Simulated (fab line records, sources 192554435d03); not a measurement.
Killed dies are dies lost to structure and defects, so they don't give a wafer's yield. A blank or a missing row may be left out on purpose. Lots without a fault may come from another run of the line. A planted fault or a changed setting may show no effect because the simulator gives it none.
A struck lot beside a sound one | flow n5_finfet | 15 steps out of a route of 1938
Sound: wafers L967.2, L967.3, L967.5. Struck: wafer L976.5. (L976.2, L976.3 of the same lot were not struck and are left out.) The cause comes at the end.
At each step with rows: each side's tool, then ch and its chambers, then its first start. Under that, the readings that differ: sound wafers | struck wafers | difference of the means | sigmas: that difference in standard deviations of wafers without a fault.
alike: readings whose means differ by less than 2 such deviations, and words and numbers that are the same on both sides. not compared: withheld readings, readings that some wafer has no value for, bounds like >300 that may hide the same value, and numbers for which the record gives no deviation and whose values overlap.
The two part at a step that has a row with sigmas, a row that says differs or no value, or rows on one side only. Numbers that don't overlap but have no deviation are shown without sigmas and don't part them. A reading that every wafer of one side lacks parts them only if that side has two wafers or more.

first, 3 steps without rows for these wafers: N5_SDB_PRECLEAN_38 (cleans in dHF, time 10 s); N5_SDB_PRECLEAN_39 (cleans in O3/DIW, time 45 s); N5_SDB_SRD_28 (time 30 s).
N5_SDB_ALD_29: deposits SiNx, target thk 30 nm, pulse time 1 s, ald cycles 600.
  sound on ald_sin-03 ch 1,3, day 3 19:04; struck on ald_sin-02 ch 1, day 6 03:58
  alike: heater_power_w, precursor_pulse_height_rel
N5_SDB_CMP_30: polishes, stops on poly-Si, t overpolish 1.54 s, target thk 30 nm.
  sound on cmp-03 ch 0,3, day 3 21:48; struck on cmp-04 ch 2, day 6 05:23
  reading              | sound             | struck | difference | sigmas
  overpolish_run_s (s) | 1.551 1.543 1.555 | 1.526  | -0.024     | -3
  alike: motor_current_A, time_to_endpoint_s
N5_SDB_THK_MEAS_31:
  sound on film_metro-01, day 3 22:06; struck on film_metro-02, day 6 05:38
  alike: SDB_THK
N5_SDB_INSPECT_36: inspects for defects (darkfield).
  sound on defect_inspect-01, day 3 22:07; struck on defect_inspect-01, day 6 05:40
  reading          | sound    | struck | difference | sigmas
  raw_defect_count | 24 15 13 | 67     | +50        | +4
N5_DUMMY_REMOVAL_HM_STRIP_01: strips SiNx in CH3F/O2, stops on poly-Si, target depth 4 nm, time 6.8 s.
  sound on rie_diel-06 ch 1,2,3, day 3 22:10; struck on rie_diel-06 ch 0, day 6 05:43
  alike: drypump_motor_current_A, oes_product_au, rf_vpp_V, showerhead_plenum_p_Torr, throttle_valve_pct
  not compared: rf_hours_counter_h
N5_DUMMY_REMOVAL_STRIP_10: strips in N2/H2, time 40 s.
  sound on rie_diel-06 ch 1,2,3, day 3 22:11; struck on rie_diel-06 ch 0, day 6 05:44
  alike: drypump_motor_current_A, oes_product_au, rf_vpp_V, showerhead_plenum_p_Torr, throttle_valve_pct
  not compared: rf_hours_counter_h
then, 2 steps without rows for these wafers: N5_DUMMY_REMOVAL_PRECLEAN_07 (cleans in dHF, time 30 s); N5_DUMMY_REMOVAL_DUMMY_REMOVE_02 (chemistry TMAH, target poly-Si, stops on SiO2, target depth 142 nm, time 57 s, rinse time 30 s).
N5_DUMMY_REMOVAL_INSPECT_06: inspects for defects (brightfield).
  sound on defect_inspect-01, day 3 22:21; struck on defect_inspect-01, day 6 05:55
  alike: raw_defect_count
N5_DUMMY_REMOVAL_PRECLEAN_08: cleans in NF3:NH3, afs cycles 2, time 20 s, sublimation time 60 s.
  sound on remote_plasma-01 ch 0, day 3 22:26; struck on remote_plasma-01 ch 0, day 6 05:58
  reading    | sound    | struck | difference | sigmas
  time_s (s) | 20 20 20 | 21.914 | +1.914     |
  alike: pressure_torr
then, 1 step without rows for these wafers: N5_DUMMY_REMOVAL_PRECLEAN_04 (cleans in DHF, time 37 s).
-- the record jumps here: 10 days lie between the struck wafers' starts before and after (it left off in module DUMMY_REMOVAL and takes up again in module PASSIVATION, whose first step shown is number 1936 of the route) --
N5_PASSIVATION_PROBE_49:
  the record has rows for the struck wafers here (prober-02, day 15 21:37) and none for the sound ones

WHERE THEY PART
First at N5_SDB_CMP_30; last, within this record, at N5_PASSIVATION_PROBE_49.

WHY: what the simulator had put in
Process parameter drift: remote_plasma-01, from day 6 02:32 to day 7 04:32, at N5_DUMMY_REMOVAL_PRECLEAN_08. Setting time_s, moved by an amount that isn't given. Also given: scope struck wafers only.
